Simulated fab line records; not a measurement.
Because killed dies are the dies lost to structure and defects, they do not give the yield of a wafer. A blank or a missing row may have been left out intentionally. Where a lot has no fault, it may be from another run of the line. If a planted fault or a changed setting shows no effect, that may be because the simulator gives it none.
fab line records -- flow n5Finfet
record: lots: 6, wafers: 16, lastDay: 20
route steps=1938 shown BEOL_M10@1521 PASSIVATION@1936
lots untouched by any fault: they come from a run of this same line in which no faults occurred
startH: the number of hours between the record's first day and the start of the first shown wafer of the lot -- waitH: how many hours have passed since the lot's step before this one -- " identical to the entry in the row above -- L1.1+2: several wafers, shown together as one row -- - either no value or no given start -- * or withheld: withheld -- < > ~ a bound
route shown NAME@n: a module of which the file shows steps, and the number in the route of the first -- usual: mean/standard deviation of fault-free wafers -- same: alike in all rows -- chamber/n: place in a boat -- sites: per-site readings -- _std_site: the values' standard deviation -- _edge_site: inner sites' mean taken away from outer sites' mean -- radiusMm: how far each site lies from the wafer's centre -- mask NAME#n: copy n -- behind: the most recent tool/chamber to have shaped the wafer -- hold: the reason the lot was held/the length of the hold in hours/how it ended -- device: whichever transistor did not switch (one of n, p or np) -- end of line: the tests these same wafers got at the end of their route -- a step given without rows: its recipe and nothing more -- killed: not the wafer's yield, but the dies lost to structure and defects at the first sort -- map: per-die view of a wafer (x killed, . not killed, _ where there is no die)
set.NAME: setting as actually run; set.NAME@STEP: the setting as run at that earlier step -- model.NAME: the simulator's own value behind a step, which no gauge read
a table for each step, a row for each wafer; lots at some steps of the route
services: a tool's chamber out of use, with start hour (startH, from the record's first day; less than 0 if before it), hours out, and reason
== steps ==
step: N5_BEOL_M10_CURE_72
recipe: tempC: 370, timeS: 120, ambient: DMADMS/He, material: SiCOH_lowk
step: N5_BEOL_M10_DEGAS_44
recipe: ambient: vacuum, tempC: 250, timeS: 60
usual: heaterPowerW: 313/31
lot.wafer,tool,chamber,startH,waitH,heaterPowerW
L169.1,pvdSputter-01,-,259.23,0.3,311
L169.4,pvdSputter-01,-,259.23,0.3,288
L169.6,pvdSputter-01,-,259.23,0.3,350
L172.1,pvdSputter-01,-,277.71,2.0,303
L172.2,pvdSputter-01,-,277.71,2.0,364
L172.3,pvdSputter-01,-,277.71,2.0,302
L178.1,pvdSputter-02,-,315.58,0.5,354
L178.3,pvdSputter-02,-,315.58,0.5,310
L178.4,pvdSputter-02,-,315.58,0.5,311
L189.4,pvdSputter-02,-,391.85,0.1,280
L189.6,pvdSputter-02,-,391.85,0.1,319
L190.3,pvdSputter-02,-,405.44,0.9,283
L190.6,pvdSputter-02,-,405.44,0.9,321
L191.2,pvdSputter-02,-,422.63,1.8,286
L191.3,pvdSputter-02,-,422.63,1.8,304
L191.5,pvdSputter-02,-,422.63,1.8,282
step: N5_BEOL_M10_PRE_CLEAN_45
recipe: gas: H2/He, timeS: 30, tempC: 250
step: N5_BEOL_M10_ALD_74
recipe: material: TaN, targetThkA: 20, tempC: 275, aldPrecursorFamily: PDMAT, aldCoReactant: NH3, pressureTorr: 3, carrierFlowSccm: 1500, pulseTimeS: 2, purgeTimeS: 3, coReactantPurgeTimeS: 2, coReactantPulseTimeS: 3, aldCycles: 40, precursorVesselTempC: 75, precursorVesselPressureTorr: 26.25, precursorVesselCarrierSccm: 1000
usual: heaterPowerW: 433/31, precursorVesselCarrierSccm: 1000.1/2.8
lot.wafer,tool,chamber,startH,waitH,heaterPowerW,precursorVesselCarrierSccm
L169.1,aldMetal-02,0,259.34,0.0,390,1003.1
L169.4,aldMetal-02,3,259.34,0.0,431,1000.4
L169.6,aldMetal-02,1,259.34,0.0,433,997.8
L172.1,aldMetal-02,1,277.83,0.1,437,996.0
L172.2,aldMetal-02,0,277.83,0.1,399,999.1
L172.3,aldMetal-02,2,277.83,0.1,464,997.3
L178.1,aldMetal-04,0,315.70,0.1,451,999.8
L178.3,aldMetal-04,3,315.70,0.1,375,994.8
L178.4,aldMetal-04,1,315.70,0.1,493,1002.6
L189.4,aldMetal-04,0,391.98,0.1,441,1004.7
L189.6,aldMetal-04,0,391.98,0.1,458,1001.0
L190.3,aldMetal-02,3,405.54,0.0,428,996.8
L190.6,aldMetal-02,2,405.54,0.0,469,998.1
L191.2,aldMetal-04,0,422.73,0.0,446,1001.5
L191.3,aldMetal-04,2,422.73,0.0,421,1000.0
L191.5,aldMetal-04,3,422.73,0.0,375,1000.8
step: N5_BEOL_M10_SURFACE_TREAT_76
recipe: gas: Ar, timeS: *, ionEnergyEv: *, ionCurrentMaCm2: 0.5, pressureMtorr: *, arFlowSccm: 30
usual: throttleValvePct: *
lot.wafer,tool,chamber,startH,waitH,throttleValvePct
L169.1,pvdSputter-01,-,259.81,0.3,*
L169.4,pvdSputter-01,-,259.81,0.3,*
L169.6,pvdSputter-01,-,259.81,0.3,*
L172.1,pvdSputter-01,-,278.13,0.2,*
L172.2,pvdSputter-01,-,278.13,0.2,*
L172.3,pvdSputter-01,-,278.13,0.2,*
L178.1,pvdSputter-01,-,316.02,0.2,*
L178.3,pvdSputter-01,-,316.02,0.2,*
L178.4,pvdSputter-01,-,316.02,0.2,*
L189.4,pvdSputter-02,-,392.29,0.2,*
L189.6,pvdSputter-02,-,392.29,0.2,*
L190.3,pvdSputter-03,-,405.84,0.2,*
L190.6,pvdSputter-03,-,405.84,0.2,*
L191.2,pvdSputter-01,-,423.08,0.2,*
L191.3,pvdSputter-01,-,423.08,0.2,*
L191.5,pvdSputter-01,-,423.08,0.2,*
step: N5_BEOL_M10_CVD_75
recipe: material: Co, targetThkA: 20, tempC: withheld, precursor: CCTBA/H2, pressureTorr: 30, timeS: 138.9
step: N5_BEOL_M10_SPUTTER_48
recipe: material: Cu, targetThkA: 120, tempC: -20, biasV: 60, powerW: 26000, chamberPressurePa: 0.13, timeS: 2
usual: chuckGasFlowSccm: 1.27/0.056, throttleValvePct: 30.0/1.4
lot.wafer,tool,chamber,startH,waitH,chuckGasFlowSccm,throttleValvePct
L169.1,pvdSputter-01,-,260.01,0.1,1.23,28.4
L169.4,pvdSputter-01,-,260.01,0.1,1.25,29.8
L169.6,pvdSputter-01,-,260.01,0.1,1.19,28.4
L172.1,pvdSputter-02,-,278.31,0.1,1.31,32.7
L172.2,pvdSputter-02,-,278.31,0.1,1.33,29.7
L172.3,pvdSputter-02,-,278.31,0.1,1.23,29.0
L178.1,pvdSputter-01,-,316.48,0.2,1.24,28.2
L178.3,pvdSputter-01,-,316.48,0.2,1.18,32.9
L178.4,pvdSputter-01,-,316.48,0.2,1.35,29.2
L189.4,pvdSputter-01,-,393.85,1.2,1.29,29.2
L189.6,pvdSputter-01,-,393.85,1.2,1.31,27.9
L190.3,pvdSputter-02,-,406.01,0.1,1.27,29.6
L190.6,pvdSputter-02,-,406.01,0.1,1.24,29.6
L191.2,pvdSputter-02,-,423.55,0.4,1.31,29.5
L191.3,pvdSputter-02,-,423.55,0.4,1.31,32.3
L191.5,pvdSputter-02,-,423.55,0.4,1.37,29.4
step: N5_BEOL_M10_ECD_50
recipe: material: Cu, targetThkA: 3180
step: N5_BEOL_M10_ANNEAL_51
recipe: tempC: 225, timeS: 90, ambient: N2
usual: wafer_temp_C_max: 226.0/0.4
lot.wafer,tool,chamber,startH,waitH,wafer_temp_C_max
L169.1,rtpAnneal-02,0,260.24,0.1,226.0
L169.4,rtpAnneal-02,0,260.24,0.1,225.8
L169.6,rtpAnneal-02,0,260.24,0.1,226.5
L172.1,rtpAnneal-02,0,278.66,0.2,226.3
L172.2,rtpAnneal-02,0,278.66,0.2,226.2
L172.3,rtpAnneal-02,0,278.66,0.2,226.6
L178.1,rtpAnneal-02,0,316.70,0.1,225.7
L178.3,rtpAnneal-02,0,316.70,0.1,226.0
L178.4,rtpAnneal-02,0,316.70,0.1,226.0
L189.4,rtpAnneal-01,0,394.21,0.2,225.3
L189.6,rtpAnneal-01,0,394.21,0.2,225.4
L190.3,rtpAnneal-01,0,406.33,0.1,225.4
L190.6,rtpAnneal-01,0,406.33,0.1,225.7
L191.2,rtpAnneal-02,0,424.17,0.5,226.4
L191.3,rtpAnneal-02,0,424.17,0.5,226.2
L191.5,rtpAnneal-02,0,424.17,0.5,226.2
step: N5_BEOL_M10_CMP_52
recipe: stopOn: SiCOH_lowk, tOverpolishS: 7, downForcePsi: 1, platenRpm: 50, clearingPlatenDownForcePsi: 1.5, clearingPlatenRpm: 50, postCmpClean: cuAlkaline, targetThkNm: 140, clearingPlatenPadVelocityMS: 0.99484, padVelocityMS: 0.99484
step: N5_BEOL_M10_THK_MEAS_53
recipe: thkMeasGauge: xrf, reads: Cu_of_BEOL_M10_ECD_50
usual: M10_THK: 139.2/2.4
lot.wafer,tool,chamber,startH,waitH,M10_THK[nm]
L169.1,filmMetro-01,-,260.83,-,141.2
L169.4,filmMetro-01,-,260.83,-,134.6
L169.6,filmMetro-01,-,260.83,-,141.3
L172.1,filmMetro-02,-,279.25,-,142.9
L172.2,filmMetro-02,-,279.25,-,138.7
L172.3,filmMetro-02,-,279.25,-,134.5
L178.1,filmMetro-01,-,317.30,-,136.9
L178.3,filmMetro-01,-,317.30,-,138.7
L178.4,filmMetro-01,-,317.30,-,138.3
L189.4,filmMetro-01,-,394.77,-,137.3
L189.6,filmMetro-01,-,394.77,-,136.1
L190.3,filmMetro-01,-,406.83,-,139.3
L190.6,filmMetro-01,-,406.83,-,137.4
L191.2,filmMetro-02,-,424.72,-,143.3
L191.3,filmMetro-02,-,424.72,-,142.4
L191.5,filmMetro-02,-,424.72,-,138.0
step: N5_BEOL_M10_PRE_CLEAN_55
recipe: gas: NH3, timeS: 15, tempC: withheld, rfPowerW: 300
step: N5_BEOL_M10_DEP_56
recipe: material: SiCN, targetThkA: 150, tempC: withheld, precursor: 3MS/NH3, pressureTorr: 3, rfW: 202, timeS: 26.5
usual: showerheadPlenumPTorr: 3.665/0.011, throttleValvePct: 9.0/0.61
lot.wafer,tool,chamber,startH,waitH,showerheadPlenumPTorr,throttleValvePct,model.SiCN_of_BEOL_M10_DEP_56.thkNm
L169.1,pecvd-03,2,260.90,0.0,3.668,8.2,15
L169.4,pecvd-03,2,260.90,0.0,3.662,8.3,15
L169.6,pecvd-03,1,260.90,0.0,3.665,9.1,15
L172.1,pecvd-04,2,279.31,0.0,3.678,8.7,15
L172.2,pecvd-04,0,279.31,0.0,3.669,9.6,15
L172.3,pecvd-04,1,279.31,0.0,3.678,8.5,15
L178.1,pecvd-01,1,317.36,0.0,3.674,9.4,14.8
L178.3,pecvd-01,0,317.36,0.0,3.650,8.8,14.8
L178.4,pecvd-01,1,317.36,0.0,3.663,9.1,15.2
L189.4,pecvd-03,0,394.85,0.0,3.661,10.2,9.4
L189.6,pecvd-03,2,394.85,0.0,3.668,8.6,9.4
L190.3,pecvd-03,1,406.90,0.0,3.666,8.8,14.8
L190.6,pecvd-03,2,406.90,0.0,3.667,8.6,9.2
L191.2,pecvd-04,2,424.78,0.0,3.677,8.8,15.2
L191.3,pecvd-04,0,424.78,0.0,3.673,10.0,15.4
L191.5,pecvd-04,2,424.78,0.0,3.678,9.2,15.4
step: N5_BEOL_M10_RS_MEAS_57
recipe: thkMeasGauge: four-point-probe, reads: Cu_of_BEOL_M10_ECD_50+Co_of_BEOL_M10_CVD_75+TaN_of_BEOL_M10_ALD_74
usual: M10_RS: 0.1531/0.0028
lot.wafer,tool,chamber,startH,waitH,M10_RS[ohm/sq]
L169.1,filmMetro-02,-,260.97,0.1,0.1501
L169.4,filmMetro-02,-,260.97,0.1,0.1578
L169.6,filmMetro-02,-,260.97,0.1,0.1506
L172.1,filmMetro-02,-,279.39,0.1,0.1480
L172.2,filmMetro-02,-,279.39,0.1,0.1536
L172.3,filmMetro-02,-,279.39,0.1,0.1583
L178.1,filmMetro-02,-,317.44,0.1,0.1564
L178.3,filmMetro-02,-,317.44,0.1,0.1537
L178.4,filmMetro-02,-,317.44,0.1,0.1535
L189.4,filmMetro-01,-,394.90,0.0,0.1546
L189.6,filmMetro-01,-,394.90,0.0,0.1563
L190.3,filmMetro-01,-,406.97,0.1,0.1538
L190.6,filmMetro-01,-,406.97,0.1,0.1551
L191.2,filmMetro-02,-,424.86,0.1,0.1467
L191.3,filmMetro-02,-,424.86,0.1,0.1474
L191.5,filmMetro-02,-,424.86,0.1,0.1523
step: N5_PASSIVATION_PROBE_49
usual: defectLimitedYield: 90.9/1.3, killed_at_M0_to_M3: 36/11, killed_at_M4_up: 13/5.1, killedAtContacts: 14/4.9, killedAtFrontEnd: 41/10, killedAtOther: 3.4/2.6, killedDies: 107/16, killedOpen: 70/11, killedShort: 36/7.8, sort_bin_5_function: 5.4/0.84, sort_bin_6_memory: 3.4/0.67, sortNPass: 1073/16, sortYieldPct: 90.9/1.3
same: grossDies: 1180, killedAtBackSide: 0, sort_bin_4_leakage[%]: 0, sort_bin_8_speed[%]: 0
lot.wafer,tool,chamber,startH,waitH,defectLimitedYield[%],killed_at_M0_to_M3,killed_at_M4_up,killedAtContacts,killedAtFrontEnd,killedAtOther,killedDies,killedOpen,killedShort,sort_bin_5_function[%],sort_bin_6_memory[%],sortNPass,sortYieldPct[%]
L172.1,prober-02,-,331.36,0.0,91.3,24,13,14,43,9,103,60,41,5.2,3.3,1077,91.3
L172.2,prober-02,-,331.41,0.1,90.9,28,11,14,50,4,107,67,38,5.8,2.8,1073,90.9
L172.3,prober-02,-,331.46,0.1,90.2,57,11,10,32,6,116,73,40,5.4,3.8,1064,90.2
L189.4,prober-01,-,438.76,0.2,92.5,24,17,14,30,4,89,57,31,4.2,2.9,1091,92.5
L189.6,prober-01,-,438.86,0.3,88.9,25,22,20,58,6,131,81,44,5.6,4.5,1049,88.9
killed by level:class
L172.1 MOL_CONTACT_COAG:geometricParticle:open=11 STI_FIN_REVEAL:geometricParticle:open=8 BEOL_M3:geometricParticle:open=8 FIN_SAQP:geometricParticle:short=6 GATE_CUT:geometricParticle:short=6 DUMMY_GATE:geometricParticle:open=5 BEOL_M0_SAQP:geometricParticle:short=5 STI_FIN_REVEAL:geometricParticle:short=4
L172.2 BEOL_M3:geometricParticle:open=9 GATE_CUT:geometricParticle:open=8 BEOL_M0_SAQP:geometricParticle:short=7 MOL_CONTACT_COAG:geometricParticle:open=7 GATE_CUT:geometricParticle:short=7 MOL_CONTACT_COAG:geometricParticle:short=7 FIN_SAQP:geometricParticle:short=6 FIN_SAQP:geometricParticle:open=5
L172.3 BEOL_M3:geometricParticle:open=16 BEOL_M2:geometricParticle:open=9 STI_FIN_REVEAL:geometricParticle:open=8 BEOL_M0_SAQP:geometricParticle:open=8 BEOL_M0_SAQP:geometricParticle:short=8 FIN_SAQP:geometricParticle:short=6 MOL_CONTACT_COAG:geometricParticle:open=6 BEOL_M1:geometricParticle:open=6
L189.4 BEOL_M4:geometricParticle:open=11 MOL_CONTACT_COAG:geometricParticle:open=10 FIN_SAQP:geometricParticle:open=8 BEOL_M1:geometricParticle:open=8 BEOL_M0_SAQP:geometricParticle:short=6 FIN_SAQP:geometricParticle:short=4 GATE_CUT:geometricParticle:short=4 MOL_CONTACT_COAG:geometricParticle:short=4
L189.6 STI_FIN_REVEAL:geometricParticle:open=20 MOL_CONTACT_COAG:geometricParticle:open=16 GATE_CUT:geometricParticle:short=11 FIN_SAQP:geometricParticle:open=9 BEOL_M5:geometricParticle:open=8 BEOL_M2:geometricParticle:open=6 BEOL_M0_SAQP:geometricParticle:short=5 MOL_CONTACT_COAG:geometricParticle:short=4
== services ==
tool,chamber,startH,hours,kind
aldMetal-02,-,236.89,2.8,pm
pecvd-01,2,250.90,5.5,scheduledDown
rtpAnneal-01,-,258.67,1.0,pm
pecvd-03,1,271.19,2.1,repair
pecvd-01,1,276.93,5.8,repair
pecvd-03,0,276.97,8.1,repair
pecvd-04,0,284.53,2.1,scheduledDown
pecvd-04,-,289.99,14.6,pm
aldMetal-04,3,291.30,6.7,repair
pecvd-04,-,309.82,0.5,repair
pecvd-01,1,338.02,2.1,scheduledDown
pecvd-03,2,339.65,5.5,scheduledDown
pecvd-03,1,356.28,16.5,scheduledDown
pecvd-04,2,358.74,6.5,repair
pecvd-01,2,373.13,10.6,repair
rtpAnneal-01,-,409.94,3.4,pm
== key ==
firstSign none at tools or gauges
modelEffect: step: N5_BEOL_M10_DEP_56, value: SiCN_of_BEOL_M10_DEP_56.thkNm, without: 15.33, struck: 9.333
metAt N5_BEOL_M10_DEP_56
struckWafers L189.4,L189.6,L190.6
onsetBetween 260.90 394.85
fault: kind: processParameterDrift, tool: pecvd-03, chamber: -, onsetH: 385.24, steps: N5_BEOL_M10_DEP_56, channel: timeS, offset: *, shape: step, endH: 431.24, scope: struckWafersOnly, actsIn: *, stated: *
